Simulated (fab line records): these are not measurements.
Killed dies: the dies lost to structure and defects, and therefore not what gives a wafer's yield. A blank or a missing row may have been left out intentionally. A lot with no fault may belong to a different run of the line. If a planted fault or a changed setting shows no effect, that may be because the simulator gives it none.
Struck lot and sound lot, side by side	flow nandHarc	15 out of 1302 route steps
Sound: these wafers, L881.1, L881.4, L881.5. Struck: wafer L888.1 (left out: L888.2, L888.3 of the same lot, which were not struck); the cause appears at the end.
Order at every step that has rows: each side's tool, ch and its chambers, its first start. Under that, the readings that differ: sound wafers	struck wafers	difference of the means	sigmas: that difference in standard deviations of wafers without a fault.
alike: same words and numbers on both sides, and readings whose means sit less than 2 such deviations apart. not compared: any withheld reading, any reading some wafer has no value for, any bound like >300 that may hide the same value, and any number with overlapping values for which the record gives no deviation.
The two part at a step that has a row with sigmas, a row that says differs or no value, or rows on one side only. Non-overlapping numbers with no deviation appear without sigmas and do not part them. Lack of a reading on every wafer of one side parts them only where that side has two or more wafers.

NHARC_A_CONTACT_ETCH_78: etches the open film in O2/COS, target depth 5300 nm, time 1378 s.
  sound: rieDiel-03 ch 1,2,3; struck: rieDiel-10 ch 2
  alike: cosFlowSccm, drypumpMotorCurrentA, oesProductAu, rfVppV, runLengthS, showerheadPlenumPTorr, throttleValvePct
  not compared: rfHoursCounterH
NHARC_A_CONTACT_ETCH_124: etches the open film in C4F8/O2/Ar, time 140 s, target depth 700 nm.
  sound on harCapEtch-01 ch 1, day 23 09:16; struck on harCapEtch-01 ch 0, day 27 05:24
  alike: runLengthS
  not compared: rfHoursCounterH
then, 1 step without rows for these wafers: NHARC_A_CONTACT_ETCH_125 (etches the open film in C4F8/O2/Ar, time 197 s, target depth 1918 nm).
NHARC_A_CONTACT_ETCH_126: etches the open film in C4F8/O2/Ar, time 197 s, target depth 1918 nm.
  sound on harCapEtch-01 ch 1, day 23 09:46; struck on harCapEtch-01 ch 0, day 27 05:47
  not compared: rfHoursCounterH, runLengthS
then, 5 steps without rows for these wafers: NHARC_A_CONTACT_ETCH_127 (etches the open film in C4F8/O2/Ar, time 197 s, target depth 1918 nm); NHARC_A_CONTACT_ETCH_128 (etches the open film in C4F8/O2/Ar, time 197 s, target depth 1918 nm); NHARC_A_CONTACT_ETCH_129 (etches the open film in C4F8/O2/Ar, time 197 s, target depth 1918 nm); NHARC_A_CONTACT_ETCH_130 (etches the open film in C4F8/O2/Ar, time 197 s, target depth 1918 nm); NHARC_A_CONTACT_ETCH_131 (etches the open film in C4F8/O2/Ar, time 197 s, target depth 1918 nm).
NHARC_A_CONTACT_ETCH_132: etches the open film in C4F8/O2/Ar, time 197 s, target depth 1924 nm.
  sound on harCapEtch-01 ch 1, day 23 11:07; struck on harCapEtch-01 ch 0, day 27 06:50
  not compared: rfHoursCounterH, runLengthS
NHARC_A_CONTACT_ETCH_133: etches the open film in C4F8/O2/Ar, time 374 s, target depth 1610 nm.
  sound on harCapEtch-01 ch 1, day 23 11:17; struck on harCapEtch-01 ch 0, day 27 07:01
  alike: runLengthS
  not compared: rfHoursCounterH
then, 1 step without rows for these wafers: NHARC_A_CONTACT_ETCH_91 (etches the open film in CH3F/O2, target depth 40 nm, time 85.7 s).
NHARC_A_CONTACT_ETCH_97: etches the open film in C4F6/O2, target depth 20 nm, time 10 s.
  sound on rieDiel-10 ch 0,3, day 23 12:13; struck on rieDiel-10 ch 0, day 27 07:56
reading	sound	struck	difference	sigmas
runLengthS (s)	30.8 30.8 31.0	27.1	-3.8	-10
throttleValvePct (%)	26.901 26.895 26.903	26.920	+0.020	+2
  alike: c4f6FlowSccm, drypumpMotorCurrentA, oesProductAu, rfVppV, showerheadPlenumPTorr
  not compared: rfHoursCounterH
NHARC_A_CONTACT_CD_MEAS_80:
  sound: cdSem-01 at day 23 12:18; struck: cdSem-02 at day 27 08:01
  alike: cdNm
-- the record jumps here: 2 days lie between the struck wafers' starts before and after (it left off in module A_CONTACT and takes up again in module END, whose first step shown is number 1302 of the route) --
NHARC_END_SORT_01:
  at this point the record logs the struck wafers (prober-02 ch 0, day 29 13:32) and has no rows for the sound ones

WHERE THEY PART
At NHARC_A_CONTACT_ETCH_97 first; at NHARC_END_SORT_01 last (within this record only).

WHY: what had been put in by the simulator
rieDiel-10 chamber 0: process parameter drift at NHARC_A_CONTACT_ETCH_97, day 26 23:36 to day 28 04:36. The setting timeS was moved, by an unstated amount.
